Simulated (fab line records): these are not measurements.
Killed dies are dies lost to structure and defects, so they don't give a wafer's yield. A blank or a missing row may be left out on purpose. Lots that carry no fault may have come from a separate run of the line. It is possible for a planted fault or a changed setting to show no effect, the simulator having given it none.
fab line records	flow nandHarc
record lots=24	wafers=72	lastDay=24
route steps=1159 shown P_M0@269 P_M1@307 P_M2@330 P_BONDPAD@352
lots untouched by any fault: they come from a run of this same line in which no faults occurred
startH: hours from the record's first day to the start of the lot's first wafer shown	waitH: hours elapsed since this lot's preceding step	" same as the row above	L1.1+2: one row covering several wafers at once	- no value, or no start given	* or withheld: withheld	< > ~ a bound
route shown NAME@n: names a module that has steps shown in the file, with the first one's number in the route	usual: mean/standard deviation taken from wafers without a fault	same: alike in all rows	chamber/n: place in a boat	sites: readings site by site	_std_site: standard deviation across them	_edge_site: the outer-site mean with the inner-site mean subtracted	radiusMm: for every site, how far away it sits from the centre of the wafer	mask NAME#n: copy n	behind: the tool/chamber that last shaped the wafer	hold: why the lot was held/for how many hours/how that ended	device: whichever transistor did not switch (one of n, p or np)	end of line: tests run on the same wafers once the route is complete	for a step that has no rows: nothing shown but its recipe	killed: dies lost to structure and defects at the first sort, not the wafer's yield	map: shows each die of a wafer: x if killed, . if not, _ if none is there
set.NAME: the setting the step ran with; set.NAME@STEP: the setting that earlier step ran with	model.NAME: the simulator's own value behind a step, which no gauge read
steps of the route over a sample of lots; a table a step, a row a wafer
services: from which hour (startH, from the record's first day; less than 0 if before it) a tool's chamber was out of use, for how many hours, and why
## steps
# step NHARC_P_M0_CD_MEAS_16
# usual cdNm=89.9/0.63
lot.wafer	tool	chamber	startH	waitH	cdNm
L075.2	cdSem-02	-	126.91	-	89.3
L075.5	"	-	"	"	90.4
L075.6	"	-	"	"	89.6
L074.2	cdSem-01	-	127.56	-	90.0
L074.3	"	-	"	"	89.3
L074.5	"	-	"	"	88.8
L076.1	cdSem-01	-	128.41	-	90.7
L076.2	"	-	"	"	89.5
L076.6	"	-	"	"	89.3
L077.2	cdSem-02	-	134.87	-	90.6
L077.3	"	-	"	"	90.3
L077.4	"	-	"	"	91.1
L078.1	cdSem-03	-	146.69	-	89.5
L078.2	"	-	"	"	90.3
L078.3	"	-	"	"	89.6
L079.2	cdSem-02	-	152.26	-	90.8
L079.3	"	-	"	"	89.9
L079.4	"	-	"	"	90.5
L080.1	cdSem-01	-	155.05	-	88.8
L080.2	"	-	"	"	89.8
L080.6	"	-	"	"	90.1
L081.2	cdSem-01	-	157.64	-	91.5
L081.3	"	-	"	"	91.1
L081.5	"	-	"	"	90.6
L082.2	cdSem-02	-	164.02	-	89.8
L082.3	"	-	"	"	89.5
L082.5	"	-	"	"	89.1
L083.2	cdSem-01	-	176.69	-	89.6
L083.3	"	-	"	"	88.9
L083.4	"	-	"	"	89.6
L084.1	cdSem-03	-	176.92	-	89.9
L084.2	"	-	"	"	88.7
L084.6	"	-	"	"	89.9
L088.4	cdSem-02	-	194.95	-	89.2
L088.5	"	-	"	"	89.6
L088.6	"	-	"	"	89.6
L087.2	cdSem-02	-	198.27	-	90.3
L087.3	"	-	"	"	89.6
L087.5	"	-	"	"	89.2
L085.2	cdSem-02	-	198.73	-	89.6
L085.3	"	-	"	"	89.5
L085.5	"	-	"	"	89.8
L086.3	cdSem-01	-	212.40	-	90.2
L086.5	"	-	"	"	90.0
L086.6	"	-	"	"	89.9
L090.1	cdSem-03	-	213.58	-	88.9
L090.5	"	-	"	"	89.7
L090.6	"	-	"	"	89.0
L089.1	cdSem-03	-	214.17	-	90.4
L089.2	"	-	"	"	90.3
L089.3	"	-	"	"	90.4
L091.2	cdSem-02	-	222.14	-	90.6
L091.5	"	-	"	"	89.6
L091.6	"	-	"	"	89.9
L094.2	cdSem-03	-	228.76	-	90.3
L094.3	"	-	"	"	90.3
L094.6	"	-	"	"	91.2
L092.1	cdSem-01	-	229.37	-	90.8
L092.2	"	-	"	"	90.7
L092.4	"	-	"	"	91.1
L093.3	cdSem-01	-	231.13	-	89.7
L093.5	"	-	"	"	89.9
L093.6	"	-	"	"	90.2
L095.1	cdSem-02	-	244.63	-	89.0
L095.2	"	-	"	"	89.6
L095.5	"	-	"	"	90.1
L097.1	cdSem-03	-	247.87	-	88.8
L097.2	"	-	"	"	90.5
L097.4	"	-	"	"	90.0
L096.2	cdSem-03	-	252.75	-	90.4
L096.3	"	-	"	"	90.3
L096.6	"	-	"	"	89.9
# step NHARC_P_M1_PVD_20
# recipe targetThkA=50	biasV=168.6	powerW=15000	chamberPressurePa=0.12	timeS=8.06	substrateTempC=50	material=TaN
# usual throttleValvePct=30.3/1.1
# same timeS=8.06
lot.wafer	tool	chamber	startH	waitH	throttleValvePct
L075.2	pvdSputter-03	-	-	-	27.9
L075.5	"	-	"	"	28.9
L075.6	"	-	"	"	29.9
L074.3	pvdSputter-01	-	-	-	30.8
L074.2	"	-	"	"	31.9
L074.5	"	-	"	"	31.1
L076.1	pvdSputter-03	-	-	-	31.0
L076.2	"	-	"	"	29.1
L076.6	"	-	"	"	28.1
L077.2	pvdSputter-02	-	-	-	30.8
L077.3	"	-	"	"	30.1
L077.4	"	-	"	"	30.3
L078.1	pvdSputter-02	-	-	-	30.6
L078.2	"	-	"	"	30.4
L078.3	"	-	"	"	30.1
L079.2	pvdSputter-02	-	-	-	30.1
L079.4	"	-	"	"	30.1
L079.3	"	-	"	"	30.8
L080.1	pvdSputter-02	-	-	-	30.5
L080.2	"	-	"	"	30.3
L080.6	"	-	"	"	30.3
L081.2	pvdSputter-01	-	-	-	31.0
L081.3	"	-	"	"	32.0
L081.5	"	-	"	"	30.8
L082.2	pvdSputter-01	-	-	-	29.2
L082.3	"	-	"	"	31.5
L082.5	"	-	"	"	30.7
L083.4	pvdSputter-01	-	-	-	31.6
L083.2	"	-	"	"	32.0
L083.3	"	-	"	"	29.3
L084.1	pvdSputter-03	-	-	-	30.9
L084.2	"	-	"	"	27.9
L084.6	"	-	"	"	29.1
L088.4	pvdSputter-03	-	-	-	31.0
L088.6	"	-	"	"	28.8
L088.5	"	-	"	"	29.6
L087.2	pvdSputter-01	-	-	-	28.8
L087.3	"	-	"	"	31.7
L087.5	"	-	"	"	29.1
L085.2	pvdSputter-02	-	-	-	30.0
L085.3	"	-	"	"	30.8
L085.5	"	-	"	"	30.3
L086.3	pvdSputter-01	-	-	-	32.0
L086.6	"	-	"	"	29.1
L086.5	"	-	"	"	31.6
L090.1	pvdSputter-03	-	-	-	30.7
L090.5	"	-	"	"	30.8
L090.6	"	-	"	"	28.3
L089.1	pvdSputter-01	-	-	-	31.6
L089.3	"	-	"	"	29.1
L089.2	"	-	"	"	31.9
L091.2	pvdSputter-03	-	-	-	28.1
L091.6	"	-	"	"	31.0
L091.5	"	-	"	"	27.9
L094.2	pvdSputter-02	-	-	-	31.0
L094.3	"	-	"	"	30.9
L094.6	"	-	"	"	30.8
L092.4	pvdSputter-01	-	-	-	29.0
L092.2	"	-	"	"	31.5
L092.1	"	-	"	"	31.9
L093.3	pvdSputter-03	-	-	-	30.6
L093.6	"	-	"	"	29.8
L093.5	"	-	"	"	30.8
L095.2	pvdSputter-01	-	-	-	31.5
L095.1	"	-	"	"	31.9
L095.5	"	-	"	"	31.6
L097.4	pvdSputter-02	-	-	-	29.9
L097.2	"	-	"	"	30.7
L097.1	"	-	"	"	29.6
L096.3	pvdSputter-02	-	-	-	31.0
L096.2	"	-	"	"	29.5
L096.6	"	-	"	"	29.7
# step NHARC_P_M1_DEP_33
# recipe targetThkA=300	tempC=370	targetThkNm=30	pressureTorr=3	flowSccm=200	rfW=450	material=SiCN
# usual heaterPowerOuterW=363/60	heaterPowerW=610/75
lot.wafer	tool	chamber	startH	waitH	heaterPowerOuterW	heaterPowerW
L075.2	pecvd-02	1	133.68	0.1	388	651
L075.5	"	2	"	"	343	585
L075.6	"	0	"	"	453	718
L074.2	pecvd-03	2	134.37	0.1	232	503
L074.3	"	1	"	"	470	751
L074.5	"	2	"	"	237	481
L076.1	pecvd-02	1	135.02	0.1	400	668
L076.2	"	2	"	"	367	616
L076.6	"	2	"	"	364	605
L077.2	pecvd-02	1	141.25	0.1	483	785
L077.3	"	0	"	"	428	698
L077.4	"	1	"	"	486	771
L078.1	pecvd-04	0	153.47	0.1	256	471
L078.2	"	1	"	"	340	581
L078.3	"	2	"	"	306	585
L079.2	pecvd-03	2	158.88	0.1	291	530
L079.3	"	0	"	"	345	560
L079.4	"	1	"	"	384	672
L080.1	pecvd-04	0	161.75	0.1	294	517
L080.2	"	1	"	"	338	593
L080.6	"	0	"	"	292	509
L081.3	pecvd-04	0	164.23	0.1	272	501
L081.2	"	2	"	"	385	652
L081.5	"	0	"	"	271	495
L082.2	pecvd-04	2	170.70	0.1	370	636
L082.3	"	0	"	"	277	501
L082.5	"	0	"	"	278	495
L083.3	pecvd-03	0	183.18	0.1	358	574
L083.2	"	2	"	"	250	505
L083.4	"	2	"	"	249	480
L084.1	pecvd-04	1	183.59	0.1	386	640
L084.2	"	0	"	"	236	435
L084.6	"	2	"	"	406	690
L088.4	pecvd-02	1	201.83	0.2	347	606
L088.6	"	2	"	"	301	509
L088.5	"	0	"	"	440	663
L087.2	pecvd-02	0	204.84	0.1	387	635
L087.3	"	2	"	"	317	538
L087.5	"	1	"	"	372	629
L085.3	pecvd-02	1	205.58	0.1	406	689
L085.2	"	2	"	"	295	521
L085.5	"	2	"	"	308	532
L086.3	pecvd-02	1	219.04	0.1	419	669
L086.6	"	2	"	"	305	527
L086.5	"	1	"	"	425	677
L090.1	pecvd-02	0	220.13	0.1	356	576
L090.5	"	1	"	"	446	713
L090.6	"	2	"	"	332	565
L089.3	pecvd-03	1	221.08	0.1	446	721
L089.1	"	2	"	"	289	538
L089.2	"	0	"	"	377	582
L091.2	pecvd-02	2	228.91	0.1	389	621
L091.5	"	2	"	"	380	626
L091.6	"	0	"	"	415	641
L094.3	pecvd-03	0	235.46	0.1	378	616
L094.2	"	1	"	"	427	690
L094.6	"	0	"	"	385	625
L092.2	pecvd-02	1	236.06	0.1	439	684
L092.1	"	2	"	"	388	608
L092.4	"	0	"	"	394	612
L093.3	pecvd-03	0	237.68	0.1	402	637
L093.5	"	2	"	"	229	478
L093.6	"	0	"	"	397	619
L095.2	pecvd-04	1	251.17	0.1	377	620
L095.1	"	2	"	"	340	612
L095.5	"	0	"	"	298	514
L097.1	pecvd-04	2	254.26	0.1	335	595
L097.2	"	1	"	"	328	543
L097.4	"	2	"	"	335	593
L096.2	pecvd-02	1	259.18	0.1	422	677
L096.3	"	2	"	"	385	622
L096.6	"	2	"	"	387	623
# step NHARC_P_M2_INSPECT_11
# usual rawDefectCount=4/3.1
lot.wafer	tool	chamber	startH	waitH	rawDefectCount
L075.2	defectInspect-02	-	135.18	0.0	3
L075.5	"	-	"	"	5
L075.6	"	-	"	"	4
L074.2	defectInspect-02	-	135.76	0.0	6
L074.3	"	-	"	"	6
L074.5	"	-	"	"	6
L076.1	defectInspect-01	-	136.40	0.0	4
L076.2	"	-	"	"	2
L076.6	"	-	"	"	6
L077.2	defectInspect-01	-	142.63	0.0	11
L077.3	"	-	"	"	3
L077.4	"	-	"	"	15
L078.1	defectInspect-02	-	154.83	0.0	6
L078.2	"	-	"	"	7
L078.3	"	-	"	"	3
L079.2	defectInspect-02	-	160.20	0.0	1
L079.3	"	-	"	"	10
L079.4	"	-	"	"	6
L080.1	defectInspect-02	-	163.11	0.0	3
L080.2	"	-	"	"	9
L080.6	"	-	"	"	7
L081.2	defectInspect-02	-	165.61	0.0	5
L081.3	"	-	"	"	5
L081.5	"	-	"	"	4
L082.2	defectInspect-01	-	172.09	0.0	8
L082.3	"	-	"	"	4
L082.5	"	-	"	"	8
L083.2	defectInspect-01	-	184.43	0.0	1
L083.3	"	-	"	"	1
L083.4	"	-	"	"	3
L084.1	defectInspect-02	-	184.97	0.0	5
L084.2	"	-	"	"	5
L084.6	"	-	"	"	2
L088.4	defectInspect-02	-	203.08	0.0	1
L088.5	"	-	"	"	1
L088.6	"	-	"	"	4
L087.2	defectInspect-01	-	206.22	0.0	7
L087.3	"	-	"	"	1
L087.5	"	-	"	"	6
L085.2	defectInspect-02	-	206.80	0.0	7
L085.3	"	-	"	"	4
L085.5	"	-	"	"	9
L086.3	defectInspect-02	-	220.32	0.0	2
L086.5	"	-	"	"	0
L086.6	"	-	"	"	1
L090.1	defectInspect-02	-	221.51	0.0	12
L090.5	"	-	"	"	15
L090.6	"	-	"	"	10
L089.1	defectInspect-02	-	222.32	0.0	1
L089.2	"	-	"	"	9
L089.3	"	-	"	"	5
L091.2	defectInspect-01	-	230.16	0.0	7
L091.5	"	-	"	"	7
L091.6	"	-	"	"	9
L094.2	defectInspect-01	-	236.83	0.0	2
L094.3	"	-	"	"	4
L094.6	"	-	"	"	2
L092.1	defectInspect-02	-	237.39	0.0	1
L092.2	"	-	"	"	3
L092.4	"	-	"	"	3
L093.3	defectInspect-02	-	239.01	0.0	4
L093.5	"	-	"	"	3
L093.6	"	-	"	"	2
L095.1	defectInspect-01	-	252.50	0.0	6
L095.2	"	-	"	"	2
L095.5	"	-	"	"	3
L097.1	defectInspect-01	-	255.51	0.0	5
L097.2	"	-	"	"	5
L097.4	"	-	"	"	3
L096.2	defectInspect-01	-	260.65	0.0	2
L096.3	"	-	"	"	4
L096.6	"	-	"	"	3
# step NHARC_P_BONDPAD_CMP_32
# recipe targetThkNm=200	material=SiCN
# usual motorCurrentA=12.1/0.75
lot.wafer	tool	chamber	startH	waitH	motorCurrentA
L075.2	cmp-03	0	138.99	-	13.3
L075.6	"	2	"	"	11.9
L075.5	"	3	"	"	12.3
L074.2	cmp-01	2	139.45	-	12.0
L074.3	"	3	"	"	12.5
L074.5	"	1	"	"	11.1
L076.2	cmp-01	3	140.05	-	11.3
L076.1	"	1	"	"	12.0
L076.6	"	0	"	"	11.9
L077.4	cmp-01	2	146.27	-	12.5
L077.3	"	0	"	"	12.0
L077.2	"	1	"	"	11.8
L078.2	cmp-01	2	158.64	-	12.1
L078.1	"	3	"	"	12.6
L078.3	"	0	"	"	11.3
L079.3	cmp-03	3	164.00	-	12.7
L079.4	"	1	"	"	11.1
L079.2	"	2	"	"	11.5
L080.1	cmp-03	3	166.77	-	12.5
L080.2	"	0	"	"	12.8
L080.6	"	3	"	"	12.4
L081.3	cmp-03	3	169.36	-	12.2
L081.2	"	0	"	"	13.0
L081.5	"	1	"	"	11.6
L082.3	cmp-01	1	176.04	-	12.5
L082.2	"	3	"	"	12.5
L082.5	"	1	"	"	11.6
L083.3	cmp-03	1	188.12	-	12.0
L083.4	"	3	"	"	13.0
L083.2	"	0	"	"	12.9
L084.2	cmp-03	2	188.65	-	11.4
L084.1	"	3	"	"	12.5
L084.6	"	0	"	"	13.3
L088.4	cmp-02	1	206.90	-	12.3
L088.6	"	3	"	"	11.7
L088.5	"	0	"	"	13.4
L087.3	cmp-02	3	209.86	-	11.4
L087.2	"	1	"	"	12.6
L087.5	"	3	"	"	10.9
L085.2	cmp-01	2	210.41	-	12.5
L085.3	"	0	"	"	11.2
L085.5	"	2	"	"	12.3
L086.3	cmp-01	1	223.94	-	12.0
L086.6	"	1	"	"	12.1
L086.5	"	2	"	"	12.4
L090.1	cmp-01	2	225.12	-	12.4
L090.5	"	2	"	"	12.5
L090.6	"	3	"	"	12.4
L089.3	cmp-03	0	226.07	0.3	13.7
L089.1	"	1	"	"	11.7
L089.2	"	2	"	"	11.6
L091.2	cmp-03	1	233.91	-	11.8
L091.6	"	3	"	"	13.0
L091.5	"	0	"	"	13.0
L094.2	cmp-02	1	240.50	-	12.2
L094.3	"	2	"	"	11.0
L094.6	"	0	"	"	13.4
L092.2	cmp-01	3	241.28	-	11.7
L092.1	"	0	"	"	11.6
L092.4	"	1	"	"	11.7
L093.3	cmp-02	1	242.74	-	12.7
L093.5	"	1	"	"	12.5
L093.6	"	2	"	"	10.9
L095.1	cmp-01	2	256.14	-	12.1
L095.2	"	1	"	"	11.8
L095.5	"	2	"	"	12.4
L097.2	cmp-02	1	259.42	-	12.1
L097.1	"	2	"	"	11.5
L097.4	"	3	"	"	11.7
L096.2	cmp-02	2	264.31	-	10.8
L096.3	"	3	"	"	11.1
L096.6	"	1	"	"	12.1
# step NHARC_P_BONDPAD_INSPECT_23
# usual rawDefectCount=338/140
lot.wafer	tool	chamber	startH	waitH	rawDefectCount
L075.2	defectInspect-02	-	142.81	0.0	213
L075.5	"	-	"	"	243
L075.6	"	-	"	"	210
L074.2	defectInspect-02	-	143.24	0.0	264
L074.3	"	-	"	"	348
L074.5	"	-	"	"	298
L076.1	defectInspect-01	-	143.86	0.0	493
L076.2	"	-	"	"	318
L076.6	"	-	"	"	278
L077.2	defectInspect-01	-	149.95	0.1	343
L077.3	"	-	"	"	303
L077.4	"	-	"	"	398
L078.1	defectInspect-02	-	162.26	0.0	277
L078.2	"	-	"	"	255
L078.3	"	-	"	"	179
L079.2	defectInspect-01	-	167.81	0.0	300
L079.3	"	-	"	"	300
L079.4	"	-	"	"	252
L080.1	defectInspect-02	-	170.35	0.0	187
L080.2	"	-	"	"	465
L080.6	"	-	"	"	417
L081.2	defectInspect-01	-	173.43	0.0	301
L081.3	"	-	"	"	201
L081.5	"	-	"	"	409
L082.2	defectInspect-01	-	179.98	0.0	311
L082.3	"	-	"	"	191
L082.5	"	-	"	"	347
L083.2	defectInspect-01	-	191.77	0.1	329
L083.3	"	-	"	"	380
L083.4	"	-	"	"	737
L084.1	defectInspect-01	-	192.25	0.0	398
L084.2	"	-	"	"	426
L084.6	"	-	"	"	268
L088.4	defectInspect-01	-	210.52	0.0	289
L088.5	"	-	"	"	312
L088.6	"	-	"	"	255
L087.2	defectInspect-02	-	213.57	0.0	742
L087.3	"	-	"	"	456
L087.5	"	-	"	"	460
L085.2	defectInspect-02	-	215.42	0.0	345
L085.3	"	-	"	"	196
L085.5	"	-	"	"	228
L086.3	defectInspect-01	-	227.69	0.0	267
L086.5	"	-	"	"	197
L086.6	"	-	"	"	334
L090.1	defectInspect-01	-	228.78	0.0	286
L090.5	"	-	"	"	477
L090.6	"	-	"	"	414
L089.1	defectInspect-01	-	229.65	0.0	292
L089.2	"	-	"	"	430
L089.3	"	-	"	"	378
L091.2	defectInspect-01	-	237.48	0.0	162
L091.5	"	-	"	"	370
L091.6	"	-	"	"	344
L094.2	defectInspect-01	-	244.11	0.0	282
L094.3	"	-	"	"	328
L094.6	"	-	"	"	274
L092.1	defectInspect-01	-	245.17	0.0	182
L092.2	"	-	"	"	308
L092.4	"	-	"	"	258
L093.3	defectInspect-01	-	246.33	0.0	226
L093.5	"	-	"	"	449
L093.6	"	-	"	"	479
L095.1	defectInspect-01	-	259.74	0.0	167
L095.2	"	-	"	"	174
L095.5	"	-	"	"	184
L097.1	defectInspect-01	-	263.17	0.0	235
L097.2	"	-	"	"	284
L097.4	"	-	"	"	184
L096.2	defectInspect-01	-	267.91	0.0	447
L096.3	"	-	"	"	391
L096.6	"	-	"	"	325
## services
tool	chamber	startH	hours	kind
pecvd-03	-	111.22	13.0	pm
cmp-02	-	128.50	4.0	pm
pecvd-04	1	128.65	9.8	repair
pvdSputter-02	-	128.88	6.6	repair
cmp-03	-	139.38	1.8	repair
cmp-02	-	141.51	1.2	repair
pecvd-02	-	153.24	13.0	pm
pecvd-02	0	153.24	13.0	ventCycle
pecvd-02	1	153.24	13.0	ventCycle
pecvd-02	2	153.24	13.0	ventCycle
cmp-03	-	157.48	4.0	pm
pecvd-02	0	166.24	-	clean
pecvd-02	1	166.24	-	clean
pecvd-02	2	166.24	-	clean
pvdSputter-01	-	171.17	10.0	pm
pecvd-04	-	172.91	1.1	repair
cmp-01	-	174.42	1.2	repair
cmp-01	-	179.59	4.0	pm
pvdSputter-03	-	185.58	1.2	repair
pecvd-04	-	195.00	13.0	pm
pvdSputter-03	-	204.83	6.3	repair
cmp-02	-	226.50	4.0	pm
cmp-03	-	255.48	4.0	pm
cmp-01	-	261.69	2.4	repair
## key
fault none
